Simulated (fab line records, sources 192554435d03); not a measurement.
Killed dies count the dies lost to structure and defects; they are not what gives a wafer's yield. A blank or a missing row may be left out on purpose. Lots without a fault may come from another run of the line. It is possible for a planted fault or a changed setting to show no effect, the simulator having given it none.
Matching of chambers :: flow n5_finfet :: N5_BEOL_M5_ALD_86 on ald_metal-01 has 4 sister chambers
The step deposits TaN, pulse time 2 s, purge time 3 s, co reactant purge time 2 s. 8 wafers are shown with their chamber, then 11 later ones without.

## WAFERS WITH THEIR CHAMBER
wafer: L083.1
chamber: 2
heater_power_w (W): 376
mfc_carrier_sccm (sccm): 1497

wafer: L083.5
chamber: 2
heater_power_w (W): 370
mfc_carrier_sccm (sccm): 1502

wafer: L088.1
chamber: 1
heater_power_w (W): 351
mfc_carrier_sccm (sccm): 1503

wafer: L088.4
chamber: 3
heater_power_w (W): 446
mfc_carrier_sccm (sccm): 1501

wafer: L088.5
chamber: 1
heater_power_w (W): 372
mfc_carrier_sccm (sccm): 1504

wafer: L089.5
chamber: 3
heater_power_w (W): 445
mfc_carrier_sccm (sccm): 1502

wafer: L089.6
chamber: 0
heater_power_w (W): 351
mfc_carrier_sccm (sccm): 1497

wafer: L091.1
chamber: 0
heater_power_w (W): 348
mfc_carrier_sccm (sccm): 1498

## WAFERS WHOSE CHAMBER IS MISSING
wafer: L091.3
heater_power_w (W): 362
mfc_carrier_sccm (sccm): 1501

wafer: L091.5
heater_power_w (W): 426
mfc_carrier_sccm (sccm): 1499

wafer: L094.2
heater_power_w (W): 375
mfc_carrier_sccm (sccm): 1501

wafer: L094.4
heater_power_w (W): 365
mfc_carrier_sccm (sccm): 1507

wafer: L094.6
heater_power_w (W): 348
mfc_carrier_sccm (sccm): 1495

wafer: L096.1
heater_power_w (W): 368
mfc_carrier_sccm (sccm): 1504

wafer: L096.5
heater_power_w (W): 377
mfc_carrier_sccm (sccm): 1502

wafer: L096.6
heater_power_w (W): 438
mfc_carrier_sccm (sccm): 1506

wafer: L097.2
heater_power_w (W): 372
mfc_carrier_sccm (sccm): 1505

wafer: L097.5
heater_power_w (W): 357
mfc_carrier_sccm (sccm): 1499

wafer: L097.6
heater_power_w (W): 365
mfc_carrier_sccm (sccm): 1503

## THE CHAMBER EACH PASSED THROUGH
wafer: L091.3
from the rows above: can't be placed: 1 or 2 or 0
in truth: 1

wafer: L091.5
from the rows above: 3
in truth: 3

wafer: L094.2
from the rows above: can't be placed: 2 or 1
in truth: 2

wafer: L094.4
from the rows above: 1
in truth: 1

wafer: L094.6
from the rows above: 0
in truth: 0

wafer: L096.1
from the rows above: can't be placed: 1 or 2
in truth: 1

wafer: L096.5
from the rows above: can't be placed: 2 or 1
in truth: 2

wafer: L096.6
from the rows above: 3
in truth: 3

wafer: L097.2
from the rows above: can't be placed: 1 or 2
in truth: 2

wafer: L097.5
from the rows above: can't be placed: 0 or 2 or 1
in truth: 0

wafer: L097.6
from the rows above: can't be placed: 1 or 2
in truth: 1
4 of 11 placed correctly. Can't be placed from these rows: 7 (the true chamber is among the candidates in 7). Placed wrongly: 0.
How it was worked out, from the rows above alone: a wafer's distance from a chamber is the root of the sum, over the readings, of the square of ((its reading less the chamber's mean) divided by the reading's scatter). If the next closest chamber is less than 2 further off than the closest, the wafer can't be placed; otherwise it belongs to the closest. The mean given for a chamber averages the wafers shown for that chamber. The scatter: the root of (the sum of the squares of (reading less its chamber's mean) over the shown wafers, divided by (wafers less chambers)).
